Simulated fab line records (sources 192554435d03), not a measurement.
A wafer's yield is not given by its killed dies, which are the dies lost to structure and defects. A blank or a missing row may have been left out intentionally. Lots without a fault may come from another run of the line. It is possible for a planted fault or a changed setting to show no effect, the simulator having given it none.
fab line records	flow n5-finfet
[record] lots = 7	wafers = 21
route steps=1938 shown WELL_APT@36 FIN_CUT@160 SD_EPI_N@263 SD_EPI_P@321 SD_ACTIVATION@331 ILD0@343 SDB@350
start-h: hours from the record's first day to the start of the lot's first wafer shown	wait-h: hours from the lot's prior step to this one	" unchanged from the row above	L1.1+2: several wafers, shown together as one row	- value missing, or start not given	* or withheld: withheld	< > ~ a bound
route shown NAME@n: a module of which the file shows steps, and the number in the route of the first	usual: mean/standard deviation taken from wafers without a fault	same: alike in all rows	chamber/n: place in a boat	sites: per-site readings	_std_site: the values' standard deviation	_edge_site: mean of outer sites minus mean of inner sites	radius-mm: for every site, how far away it sits from the centre of the wafer	mask NAME#n: copy n	behind: the most recent tool/chamber to have shaped the wafer	hold: what put the lot on hold/how long, in hours/how the hold closed	device: transistor that didn't switch, given as n, p or np	end of line: the same wafers' tests at the end of the route	step lacking rows: just its recipe	killed: count of dies lost to structure and defects at first sort (not the wafer's yield)	map: shows each die of a wafer: x if killed, . if not, _ if none is there
set.NAME: the run value of the setting; set.NAME@STEP: its run value at that earlier step	model.NAME: the simulator's own value behind a step, which no gauge read
lots where settings were altered on purpose, with a table for each step and a row for each wafer
[[steps]]
[step N5_WELL_APT_COAT_19]
[recipe] spin-rpm = 1357	resist-thk-nm = 950
lot.wafer	tool	chamber	start-h	wait-h	set.spin-rpm	model.coat_of_WELL_APT_COAT_19.thk-nm
L074.2	litho-track-01	0	-	-	1357	948.5
L074.4	"	0	"	"	1357	948.1
L074.6	"	0	"	"	1357	947.4
L075.1	litho-track-01	0	-	-	1507	899
L075.3	"	0	"	"	1357	946.3
L075.6	"	0	"	"	1507	900
L077.3	litho-track-02	0	-	-	1306	964.5
L077.4	"	0	"	"	1357	951.3
L077.6	"	0	"	"	1306	969.3
L082.1	litho-track-02	0	-	-	1473	913.2
L082.2	"	0	"	"	1473	911.1
L082.3	"	0	"	"	1357	947.9
L086.2	litho-track-01	0	-	-	1357	948.3
L086.5	"	0	"	"	1239	992.6
L086.6	"	0	"	"	1239	993.8
L090.1	litho-track-01	0	-	-	1357	949.3
L090.3	"	0	"	"	1231	996.6
L090.5	"	0	"	"	1357	950.8
L092.1	litho-track-02	0	-	-	1357	952.5
L092.4	"	0	"	"	1472	914.4
L092.5	"	0	"	"	1357	953.2
[step N5_FIN_CUT_EXPOSE_05]
[recipe] mask-id = FIN_CUT	na = 0.33	source-shape = annular	sigma-inner = 0.35	sigma-outer = 0.8	polarization = unpolarized	dose-mj = 45.75
lot.wafer	tool	chamber	start-h	wait-h	mask	set.dose-mj
L074.2+4+6	euv-scanner-02	0	26.55	-	FIN_CUT#0	45.75
L075.1+6	euv-scanner-02	0	32.01	-	FIN_CUT#0	44.3
L075.3	"	0	"	"	FIN_CUT#0	45.75
L077.3+4	euv-scanner-01	0	44.22	-	FIN_CUT#0	47.22
L077.6	"	0	"	"	FIN_CUT#0	45.75
L082.1	euv-scanner-02	0	74.81	-	FIN_CUT#0	44.6
L082.2+3	"	0	"	"	FIN_CUT#0	45.75
L086.2+5+6	euv-scanner-02	0	99.43	-	FIN_CUT#0	45.75
L090.1	euv-scanner-01	0	122.71	-	FIN_CUT#0	42.58
L090.3+5	"	0	"	"	FIN_CUT#0	45.75
L092.1	euv-scanner-01	0	134.96	-	FIN_CUT#0	45.75
L092.4+5	"	0	"	"	FIN_CUT#0	44.75
[step N5_FIN_CUT_PEB_06]
[recipe] peb-temp-c = 100	peb-time-s = 60	resist = CAR-EUV
[step N5_FIN_CUT_DEVELOP_07]
[recipe] develop-time-s = 30	developer = TMAH	resist = CAR-EUV	rinse-liquid = surfactant-rinse	dry = air-spin	dev-temp-c = 23
[step N5_FIN_CUT_DESCUM_13]
[recipe] chemistry = O2	time-s = 7	source-power-w = 50	bias-power-w = 20	pressure-mtorr = 20	rf-frequency-hz = 2.712e+07	temp-c = 40	resist = CAR-EUV	o2-flow-sccm = 225
[step N5_FIN_CUT_ETCH_30]
[recipe] chemistry = N2/H2	target = underlayer	target-depth-a = 130	mask-material = CAR-EUV	time-s = 10.4	ion-energy-ev = 200	pressure-mtorr = 30	source-w = 840	bias-w = 150	n2-flow-sccm = 200	h2-flow-sccm = 200	ends = cleared
lot.wafer	tool	chamber	start-h	wait-h	set.dose-mj@FIN_CUT_EXPOSE_05	model.FIN_CUT.cd-offset-nm
L074.2+6	rie-diel-05	3,1	26.83	0.0	45.75	0.2
L074.4	"	1	"	"	45.75	0
L075.1+6	rie-diel-05	1,0	32.30	0.0	44.3	-0.6
L075.3	"	0	"	"	45.75	-0.2
L077.3	rie-diel-06	1	44.94	0.0	47.22	0.6
L077.4	"	1	"	"	47.22	0.4
L077.6	"	0	"	"	45.75	0.2
L082.1	rie-diel-05	0	75.10	0.0	44.6	-0.6
L082.2+3	"	1,3	"	"	45.75	-0.2
L086.2+5	rie-diel-06	3,0	100.23	0.0	45.75	0
L086.6	"	2	"	"	45.75	0.2
L090.1	rie-diel-03	3	123.00	0.0	42.58	-1.2
L090.3+5	"	0	"	"	45.75	0
L092.1	rie-diel-03	2	135.25	0.0	45.75	-0.4
L092.4	"	1	"	"	44.75	-0.6
L092.5	"	2	"	"	44.75	-0.8
[step N5_FIN_CUT_ETCH_20]
[recipe] chemistry = CF4	target = SiARC	target-depth-a = 260	mask-material = CAR-EUV	time-s = 43.3	ion-energy-ev = 80	pressure-mtorr = 40	source-w = 545	bias-w = 36	Ar_flow_sccm = 100	cf4-flow-sccm = 100	ends = cleared
lot.wafer	tool	chamber	start-h	wait-h	set.dose-mj@FIN_CUT_EXPOSE_05	model.FIN_CUT.cd-offset-nm
L074.2+4	rie-diel-05	3,1	26.85	0.0	45.75	0
L074.6	"	1	"	"	45.75	0.2
L075.1+6	rie-diel-05	1,0	32.32	0.0	44.3	-0.6
L075.3	"	0	"	"	45.75	-0.2
L077.3	rie-diel-06	1	44.96	0.0	47.22	0.6
L077.4	"	1	"	"	47.22	0.4
L077.6	"	0	"	"	45.75	0.2
L082.1	rie-diel-05	0	75.12	0.0	44.6	-0.4
L082.2	"	1	"	"	45.75	0
L082.3	"	3	"	"	45.75	-0.2
L086.2+5+6	rie-diel-06	3,0,2	100.25	0.0	45.75	0
L090.1	rie-diel-03	3	123.02	0.0	42.58	-1.4
L090.3+5	"	0	"	"	45.75	0
L092.1	rie-diel-03	2	135.27	0.0	45.75	-0.4
L092.4+5	"	1,2	"	"	44.75	-0.8
[step N5_FIN_CUT_ETCH_21]
[recipe] chemistry = N2/H2	target = SOC	target-depth-a = 2190	overetch-a = 438	mask-material = SiARC	temp-c = 40	ion-energy-ev = 100	bias-w = 61	time-s = 523.5	pressure-mtorr = 30	source-w = 850	n2-flow-sccm = 200	h2-flow-sccm = 200
lot.wafer	tool	chamber	start-h	wait-h	set.h2-flow-sccm
L074.2+4+6	rie-diel-05	3,1,1	26.89	0.0	200
L075.1+6	rie-diel-05	1,0	32.36	0.0	200
L075.3	"	0	"	"	207.8
L077.3+4+6	rie-diel-06	1,1,0	45.00	0.0	200
L082.1+2+3	rie-diel-05	0,1,3	75.16	0.0	200
L086.2	rie-diel-06	3	100.28	0.0	200
L086.5+6	"	0,2	"	"	210.8
L090.1+3	rie-diel-03	3,0	123.06	0.0	211.8
L090.5	"	0	"	"	200
L092.1+4	rie-diel-03	2,1	135.31	0.0	200
L092.5	"	2	"	"	193.7
[step N5_FIN_CUT_STRIP_23]
[recipe] chemistry = N2/H2	temp-c = 40	n2-flow-sccm = 200	h2-flow-sccm = 200	rf-frequency-hz = 6e+07
[step N5_FIN_CUT_STRIP_31]
[recipe] chemistry = N2/H2	temp-c = 40	n2-flow-sccm = 200	h2-flow-sccm = 200	rf-frequency-hz = 6e+07
[step N5_FIN_CUT_STRIP_24]
[recipe] chemistry = CF4	resist = SiARC	power-w = 300	bias-power-w = 75	pressure-mtorr = 50	cf4-flow-sccm = 150	rf-frequency-hz = 6e+07
[step N5_FIN_CUT_CUT_ETCH_26]
[recipe] chemistry = CH3F/O2	target = SiNx	target-depth-a = 390	mask-material = SOC	time-s = 55.7	pressure-mtorr = 30	source-w = 395	bias-w = 73	Ar_flow_sccm = 150	CH3F_flow_sccm = 30	O2_flow_sccm = 20	ion-energy-ev = 120
lot.wafer	tool	chamber	start-h	wait-h	set.dose-mj@FIN_CUT_EXPOSE_05	model.FIN_CUT.cd-offset-nm
L074.2	rie-diel-05	3	27.24	0.0	45.75	0
L074.4	"	1	"	"	45.75	0.6
L074.6	"	1	"	"	45.75	0.4
L075.1	rie-diel-05	1	32.70	0.0	44.3	-0.6
L075.3	"	0	"	"	45.75	0.2
L075.6	"	0	"	"	44.3	-0.4
L077.3	rie-diel-06	1	45.34	0.0	47.22	0.6
L077.4	"	1	"	"	47.22	0.4
L077.6	"	0	"	"	45.75	0
L082.1	rie-diel-05	0	75.50	0.0	44.6	-0.8
L082.2	"	1	"	"	45.75	0
L082.3	"	3	"	"	45.75	-0.4
L086.2+6	rie-diel-06	3,2	100.63	0.0	45.75	0
L086.5	"	0	"	"	45.75	0.2
L090.1	rie-diel-03	3	123.40	0.0	42.58	-1.2
L090.3+5	"	0	"	"	45.75	0
L092.1	rie-diel-03	2	135.65	0.0	45.75	0.2
L092.4	"	1	"	"	44.75	-0.4
L092.5	"	2	"	"	44.75	-0.2
[step N5_FIN_CUT_CUT_ETCH_27]
[recipe] chemistry = CHF3/O2	target = SiO2	target-depth-a = 40	mask-material = SOC	overetch-a = 20	time-s = 4.9	pressure-mtorr = 30	source-w = 650	bias-w = 170	Ar_flow_sccm = 200	CHF3_flow_sccm = 50	O2_flow_sccm = 5	ion-energy-ev = 200
lot.wafer	tool	chamber	start-h	wait-h	set.dose-mj@FIN_CUT_EXPOSE_05	model.FIN_CUT.cd-offset-nm
L074.2	rie-diel-05	3	27.28	0.0	45.75	-0.2
L074.4	"	1	"	"	45.75	0.6
L074.6	"	1	"	"	45.75	0.4
L075.1	rie-diel-05	1	32.75	0.0	44.3	-0.6
L075.3	"	0	"	"	45.75	0.2
L075.6	"	0	"	"	44.3	-0.4
L077.3	rie-diel-06	1	45.39	0.0	47.22	0.6
L077.4	"	1	"	"	47.22	0.2
L077.6	"	0	"	"	45.75	-0.2
L082.1	rie-diel-05	0	75.55	0.0	44.6	-0.8
L082.2	"	1	"	"	45.75	0
L082.3	"	3	"	"	45.75	-0.4
L086.2+6	rie-diel-06	3,2	100.67	0.0	45.75	0
L086.5	"	0	"	"	45.75	0.2
L090.1	rie-diel-03	3	123.45	0.0	42.58	-1.2
L090.3	"	0	"	"	45.75	0.2
L090.5	"	0	"	"	45.75	0
L092.1	rie-diel-03	2	135.70	0.0	45.75	0.2
L092.4	"	1	"	"	44.75	-0.4
L092.5	"	2	"	"	44.75	-0.2
[step N5_SD_EPI_N_COAT_33]
[recipe] resist = SiARC	temp-c = 220	time-s = 60	spin-rpm = 1500	resist-thk-nm = 35
lot.wafer	tool	chamber	start-h	wait-h	set.spin-rpm	model.SiARC_of_SD_EPI_N_COAT_33.thk-nm
L074.2+4+6	litho-track-05	0	-	-	1500	34.8
L075.1	litho-track-05	0	-	-	1500	35.2
L075.3	"	0	"	"	1391	36.6
L075.6	"	0	"	"	1391	36.4
L077.3+4+6	litho-track-05	0	-	-	1500	35
L082.1+2+3	litho-track-01	0	-	-	1500	35.2
L086.2	litho-track-01	0	-	-	1500	35
L086.5+6	"	0	"	"	1500	35.2
L090.1+3	litho-track-01	0	-	-	1396	36.4
L090.5	"	0	"	"	1500	35
L092.1	litho-track-05	0	-	-	1400	36.4
L092.4	"	0	"	"	1400	36.2
L092.5	"	0	"	"	1500	35
[step N5_SD_EPI_N_DESCUM_14]
[recipe] chemistry = O2	time-s = 7.9	source-power-w = 50	bias-power-w = 20	pressure-mtorr = 20	rf-frequency-hz = 2.712e+07	temp-c = 40	resist = CAR-ArF-block	o2-flow-sccm = 225
lot.wafer	tool	chamber	start-h	wait-h	set.time-s	model.CAR-ArF-block_of_SD_EPI_N_COAT_03.thk-nm
L074.2	rie-diel-01	3	48.69	0.4	7.9	144
L074.4	"	0	"	"	7.9	144.2
L074.6	"	2	"	"	7.9	143.8
L075.1	rie-diel-04	2	55.34	0.0	7.9	143.4
L075.3	"	0	"	"	7.9	143.6
L075.6	"	2	"	"	6.715	144.6
L077.3	rie-diel-04	1	66.40	0.2	7.9	142.8
L077.4	"	1	"	"	6.138	144.2
L077.6	"	2	"	"	6.138	143.8
L082.1+2	rie-diel-04	0,2	99.22	0.0	9.249	142.6
L082.3	"	3	"	"	7.9	144
L086.2	rie-diel-02	1	122.75	0.3	8.441	143.4
L086.5	"	3	"	"	7.9	143.6
L086.6	"	2	"	"	7.9	144
L090.1+5	rie-diel-02	0	144.42	0.2	7.9	142.8
L090.3	"	3	"	"	6.557	144.2
L092.1+4	rie-diel-04	1,3	156.55	0.1	7.9	143.2
L092.5	"	2	"	"	7.9	143.4
[step N5_SD_EPI_N_ETCH_34]
[recipe] chemistry = CF4	target = SiARC	target-depth-a = 455	mask-material = CAR-ArF-block	time-s = 75.8	ion-energy-ev = 80	pressure-mtorr = 40	source-w = 545	bias-w = 36	Ar_flow_sccm = 100	cf4-flow-sccm = 100	ends = cleared
lot.wafer	tool	chamber	start-h	wait-h	set.spin-rpm@SD_EPI_N_COAT_33	model.etch.depth-nm
L074.2	rie-diel-01	3	48.72	0.0	1500	34.81
L074.4	"	0	"	"	1500	34.84
L074.6	"	2	"	"	1500	34.85
L075.1	rie-diel-04	2	55.39	0.0	1500	35.11
L075.3	"	0	"	"	1391	36.51
L075.6	"	2	"	"	1391	36.4
L077.3	rie-diel-04	1	66.43	0.0	1500	35
L077.4	"	1	"	"	1500	34.99
L077.6	"	2	"	"	1500	35.07
L082.1	rie-diel-04	0	99.26	0.0	1500	35.23
L082.2	"	2	"	"	1500	35.15
L082.3	"	3	"	"	1500	35.2
L086.2+6	rie-diel-02	1,2	122.79	0.0	1500	35.1
L086.5	"	3	"	"	1500	35.12
L090.1	rie-diel-02	0	144.46	0.0	1396	36.43
L090.3	"	3	"	"	1396	36.36
L090.5	"	0	"	"	1500	35.07
L092.1	rie-diel-04	1	156.58	0.0	1400	36.33
L092.4	"	3	"	"	1400	36.26
L092.5	"	2	"	"	1500	34.99
[step N5_SD_EPI_P_EPI_21]
[recipe] material = SiGe:B	dopant = B	temp-c = 550	pressure-torr = 20	ambient = H2	time-s = 355
lot.wafer	tool	chamber	start-h	wait-h	set.epi-growth-time-s	model.SiGe-B_of_SD_EPI_P_EPI_21.thk-nm
L074.2	epi-rpcvd-03	0	54.72	0.5	355	62
L074.4	"	0	"	"	355	61.8
L074.6	"	0	"	"	355	61.6
L075.1	epi-rpcvd-04	0	61.67	0.1	380.5	65
L075.3	"	0	"	"	355	61.6
L075.6	"	0	63.47	1.8	355	61.8
L077.3	epi-rpcvd-03	0	73.32	1.1	355	60.8
L077.4	"	0	"	"	355	61.2
L077.6	"	0	"	"	355	61.4
L082.1+2+3	epi-rpcvd-03	0	106.18	0.1	355	60.6
L086.2	epi-rpcvd-04	0	128.89	0.5	355	60.6
L086.5	"	0	129.97	1.5	355	61
L086.6	"	0	"	"	355	62
L090.1	epi-rpcvd-03	0	151.03	0.2	373.2	64
L090.3	"	0	"	"	355	61.2
L090.5	"	0	"	"	373.2	63.4
L092.1	epi-rpcvd-02	0	162.37	0.1	355	61.2
L092.4	"	0	163.45	1.1	355	61
L092.5	"	0	"	"	355	60.2
[step N5_SD_EPI_P_HM_STRIP_48]
[recipe] chemistry = H3PO4	temp-c = 160	material = SiNx	target = SiNx	target-depth-a = 30	overetch-fraction = 0.3
[step N5_SD_EPI_P_SRD_49]
[recipe] dry = ipa-marangoni	time-s = 30	temp-c = 23	rinse-liquid = diw
[step N5_SD_EPI_P_PRECLEAN_24]
[recipe] chemistry = O3/DIW	time-s = 45	temp-c = 22	o3-ppm = 10
lot.wafer	tool	chamber	start-h	wait-h	set.epi-growth-time-s@SD_EPI_P_EPI_21	model.SiGe-B_of_SD_EPI_P_EPI_21.thk-nm
L074.2	wet-bench-06	2	56.67	0.0	355	61.6
L074.4	"	7	"	"	355	61.4
L074.6	"	1	"	"	355	61.2
L075.1	wet-bench-06	0	63.99	0.0	380.5	64.4
L075.3	"	2	"	"	355	61.2
L075.6	"	7	"	"	355	61.4
L077.3	wet-bench-06	6	75.39	0.0	355	60.4
L077.4+6	"	3,5	"	"	355	60.8
L082.1+3	wet-bench-04	2,1	108.50	0.0	355	60.2
L082.2	"	5	"	"	355	60
L086.2	wet-bench-05	1	130.84	0.0	355	60.2
L086.5	"	2	"	"	355	60.6
L086.6	"	0	"	"	355	61.4
L090.1	wet-bench-05	3	154.05	0.0	373.2	63.6
L090.3	"	2	"	"	355	60.6
L090.5	"	4	"	"	373.2	63
L092.1	wet-bench-04	5	164.68	0.0	355	60.8
L092.4	"	4	"	"	355	60.4
L092.5	"	3	"	"	355	59.8
[step N5_SD_ACTIVATION_LSA_01]
[recipe] temp-c = 1080	time-s = 0.0008	ambient = N2
[usual] wafer_temp_C_max = 1083.5/1.1
lot.wafer	tool	chamber	start-h	wait-h	set.temp-c	wafer_temp_C_max
L074.2	laser-anneal-01	0	57.23	0.2	1080	1081.5
L074.4	"	0	"	"	1080	1082.6
L074.6	"	0	"	"	1080	1082.5
L075.1	laser-anneal-02	0	64.29	0.2	1060	1063.6
L075.3	"	0	"	"	1080	1083.2
L075.6	"	0	"	"	1060	1064.9
L077.3	laser-anneal-02	0	75.74	0.2	1080	1085.5
L077.4	"	0	"	"	1080	1083.4
L077.6	"	0	"	"	1080	1083.4
L082.1	laser-anneal-01	0	108.79	0.2	1080	1081.2
L082.2	"	0	"	"	1080	1082.8
L082.3	"	0	"	"	1047	1050.0
L086.2	laser-anneal-01	0	131.16	0.2	1080	1083.5
L086.5	"	0	"	"	1080	1083.0
L086.6	"	0	"	"	1080	1082.4
L090.1	laser-anneal-02	0	154.35	0.2	1046	1049.8
L090.3	"	0	"	"	1080	1084.2
L090.5	"	0	"	"	1080	1084.8
L092.1	laser-anneal-02	0	165.09	0.2	1048	1051.4
L092.4	"	0	"	"	1080	1084.7
L092.5	"	0	"	"	1080	1083.6
[step N5_SD_ACTIVATION_RS_MEAS_03]
[recipe] thk-meas-gauge = four-point-probe
[usual] RS_SD_N = 21.9/0.31	RS_SD_P = 56.1/0.95
lot.wafer	tool	chamber	start-h	wait-h	set.temp-c@SD_ACTIVATION_LSA_01	RS_SD_N[ohm/sq]	RS_SD_P[ohm/sq]
L074.2	film-metro-01	-	57.42	0.2	1080	21.9	55.1
L074.4	"	-	"	"	1080	21.5	55.2
L074.6	"	-	"	"	1080	21.8	55.1
L075.1	film-metro-01	-	64.49	0.2	1060	25.0	53.5
L075.3	"	-	"	"	1080	22.4	55.0
L075.6	"	-	"	"	1060	24.4	55.8
L077.3	film-metro-01	-	75.92	0.2	1080	21.4	56.3
L077.4	"	-	"	"	1080	21.8	56.0
L077.6	"	-	"	"	1080	22.1	55.9
L082.1	film-metro-02	-	109.00	0.2	1080	22.0	56.9
L082.2	"	-	"	"	1080	21.8	57.1
L082.3	"	-	"	"	1047	25.9	57.8
L086.2	film-metro-02	-	131.36	0.2	1080	21.7	56.2
L086.5	"	-	"	"	1080	21.8	55.7
L086.6	"	-	"	"	1080	22.0	54.9
L090.1	film-metro-02	-	154.55	0.2	1046	25.7	54.2
L090.3	"	-	"	"	1080	21.5	56.2
L090.5	"	-	"	"	1080	21.9	53.8
L092.1	film-metro-02	-	165.29	0.2	1048	26.1	56.3
L092.4	"	-	"	"	1080	22.3	56.3
L092.5	"	-	"	"	1080	22.5	56.6
[step N5_ILD0_ALD_15]
[recipe] material = SiNx	target-thk-a = 240	temp-c = 400	ald-precursor-family = SiH2I2	ald-co-reactant = N2/H2-plasma	pulse-time-s = 1	ald-cycles = 480	purge-time-s = 2	co-reactant-purge-time-s = 2	pressure-torr = 2
lot.wafer	tool	chamber	start-h	wait-h	set.ald-cycles	model.SiNx_of_ILD0_ALD_15.thk-nm
L074.2+4+6	ald-sin-02	0,3,0	61.51	0.5	480	24
L075.1+6	ald-sin-01	0,1	68.55	0.6	480	24
L075.3	"	1	"	"	506	25.4
L077.3	ald-sin-03	0	80.87	1.2	480	24.2
L077.4	"	3	"	"	480	24
L077.6	"	1	81.96	2.0	534	26.8
L082.1	ald-sin-01	1	113.54	0.8	480	23.6
L082.2	"	3	"	"	415	20.8
L082.3	"	0	"	"	480	23.8
L086.2	ald-sin-01	1	135.40	0.5	480	23.8
L086.5+6	"	3,2	136.48	1.2	480	24
L090.1+5	ald-sin-02	2	158.61	0.6	480	23.8
L090.3	"	1	"	"	519	25.8
L092.1	ald-sin-01	2	169.60	0.7	480	24
L092.4	"	0	"	"	434	21.6
L092.5	"	3	170.69	1.4	480	24.2
[step N5_SDB_COAT_05]
[recipe] resist = CAR-ArF	spin-rpm = 1500	resist-thk-nm = 90
lot.wafer	tool	chamber	start-h	wait-h	set.spin-rpm	model.CAR-ArF_of_SDB_COAT_05.thk-nm
L074.2+4	litho-track-05	0	-	-	1500	90
L074.6	"	0	"	"	1500	89.6
L075.1	litho-track-01	0	-	-	1500	90.2
L075.3+6	"	0	"	"	1500	89.8
L077.3	litho-track-01	0	-	-	1500	89.8
L077.4	"	0	"	"	1351	94.8
L077.6	"	0	"	"	1500	90.2
L082.1	litho-track-01	0	-	-	1500	90
L082.2	"	0	"	"	1500	89.8
L082.3	"	0	"	"	1410	92.6
L086.2	litho-track-05	0	-	-	1385	93.8
L086.5	"	0	"	"	1500	90.2
L086.6	"	0	"	"	1385	94
L090.1	litho-track-05	0	-	-	1500	90
L090.3	"	0	"	"	1500	90.2
L090.5	"	0	"	"	1500	89.8
L092.1+5	litho-track-03	0	-	-	1500	90.2
L092.4	"	0	"	"	1455	91.4
[step N5_SDB_EBR_07]
[recipe] solvent = PGMEA	ebr-width-mm = 1.5
[step N5_SDB_SOFTBAKE_06]
[recipe] temp-c = 110	time-s = 60	resist = CAR-ArF
[step N5_SDB_EXPOSE_08]
[recipe] mask-id = SDB	na = 1.35	source-shape = conventional	sigma-outer = 0.5	polarization = unpolarized	dose-mj = 49.6
[step N5_SDB_PEB_09]
[recipe] peb-temp-c = withheld	peb-time-s = 60	resist = CAR-ArF
[step N5_SDB_DEVELOP_10]
[recipe] develop-time-s = 30	developer = TMAH	resist = CAR-ArF	rinse-liquid = diw	dry = air-spin	dev-temp-c = 23
lot.wafer	tool	chamber	start-h	wait-h	set.spin-rpm@SDB_COAT_05	model.CAR-ArF_of_SDB_COAT_05.thk-nm
L074.2+4	litho-track-01	0	-	-	1500	88.2
L074.6	"	0	"	"	1500	88
L075.1	litho-track-01	0	-	-	1500	88.4
L075.3	"	0	"	"	1500	88
L075.6	"	0	"	"	1500	88.2
L077.3	litho-track-01	0	-	-	1500	88
L077.4	"	0	"	"	1351	93.2
L077.6	"	0	"	"	1500	88.4
L082.1	litho-track-03	0	-	-	1500	88.2
L082.2	"	0	"	"	1500	88
L082.3	"	0	"	"	1410	90.8
L086.2	litho-track-05	0	-	-	1385	92.2
L086.5	"	0	"	"	1500	88.6
L086.6	"	0	"	"	1385	92.4
L090.1+3	litho-track-05	0	-	-	1500	88.4
L090.5	"	0	"	"	1500	88.2
L092.1	litho-track-05	0	-	-	1500	88.6
L092.4	"	0	"	"	1455	89.8
L092.5	"	0	"	"	1500	88.4
[[key]]
[split] step = N5_WELL_APT_COAT_19	setting = spin-rpm	stated = 1357	by = wafer
[response] step = N5_WELL_APT_COAT_19	reading = model.coat_of_WELL_APT_COAT_19.thk-nm	change = -4.58	per = 1%	r = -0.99
[split] step = N5_FIN_CUT_EXPOSE_05	setting = dose-mj	stated = 45.75	by = wafer
[response] step = N5_FIN_CUT_ETCH_30	reading = model.FIN_CUT.cd-offset-nm	change = +0.154	per = 1%	r = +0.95
[response] step = N5_FIN_CUT_ETCH_20	reading = model.FIN_CUT.cd-offset-nm	change = +0.171	per = 1%	r = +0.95
[response] step = N5_FIN_CUT_CUT_ETCH_26	reading = model.FIN_CUT.cd-offset-nm	change = +0.185	per = 1%	r = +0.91
[response] step = N5_FIN_CUT_CUT_ETCH_27	reading = model.FIN_CUT.cd-offset-nm	change = +0.198	per = 1%	r = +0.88
[split] step = N5_FIN_CUT_ETCH_21	setting = h2-flow-sccm	stated = 200	by = wafer
response none clear
[split] step = N5_SD_EPI_N_COAT_33	setting = spin-rpm	stated = 1500	by = wafer
[response] step = N5_SD_EPI_N_COAT_33	reading = model.SiARC_of_SD_EPI_N_COAT_33.thk-nm	change = -0.191	per = 1%	r = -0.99
[response] step = N5_SD_EPI_N_ETCH_34	reading = model.etch.depth-nm	change = -0.19	per = 1%	r = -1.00
[split] step = N5_SD_EPI_N_DESCUM_14	setting = time-s	stated = 7.9	by = wafer
[response] step = N5_SD_EPI_N_DESCUM_14	reading = model.CAR-ArF-block_of_SD_EPI_N_COAT_03.thk-nm	change = -0.0694	per = 1%	r = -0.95
[split] step = N5_SD_EPI_P_EPI_21	setting = epi-growth-time-s	stated = 355	by = wafer
[response] step = N5_SD_EPI_P_EPI_21	reading = model.SiGe-B_of_SD_EPI_P_EPI_21.thk-nm	change = +0.469	per = 1%	r = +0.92
[response] step = N5_SD_EPI_P_PRECLEAN_24	reading = model.SiGe-B_of_SD_EPI_P_EPI_21.thk-nm	change = +0.464	per = 1%	r = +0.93
[split] step = N5_SD_ACTIVATION_LSA_01	setting = temp-c	stated = 1080	by = wafer
[response] step = N5_SD_ACTIVATION_LSA_01	reading = wafer_temp_C_max	change = *	per = 1%	r = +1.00
[response] step = N5_SD_ACTIVATION_RS_MEAS_03	reading = RS_SD_N	change = -1.28	per = 1%	r = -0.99
[split] step = N5_ILD0_ALD_15	setting = ald-cycles	stated = 480	by = wafer
[response] step = N5_ILD0_ALD_15	reading = model.SiNx_of_ILD0_ALD_15.thk-nm	change = +0.236	per = 1%	r = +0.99
[split] step = N5_SDB_COAT_05	setting = spin-rpm	stated = 1500	by = wafer
[response] step = N5_SDB_COAT_05	reading = model.CAR-ArF_of_SDB_COAT_05.thk-nm	change = -0.473	per = 1%	r = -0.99
[response] step = N5_SDB_DEVELOP_10	reading = model.CAR-ArF_of_SDB_COAT_05.thk-nm	change = -0.485	per = 1%	r = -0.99
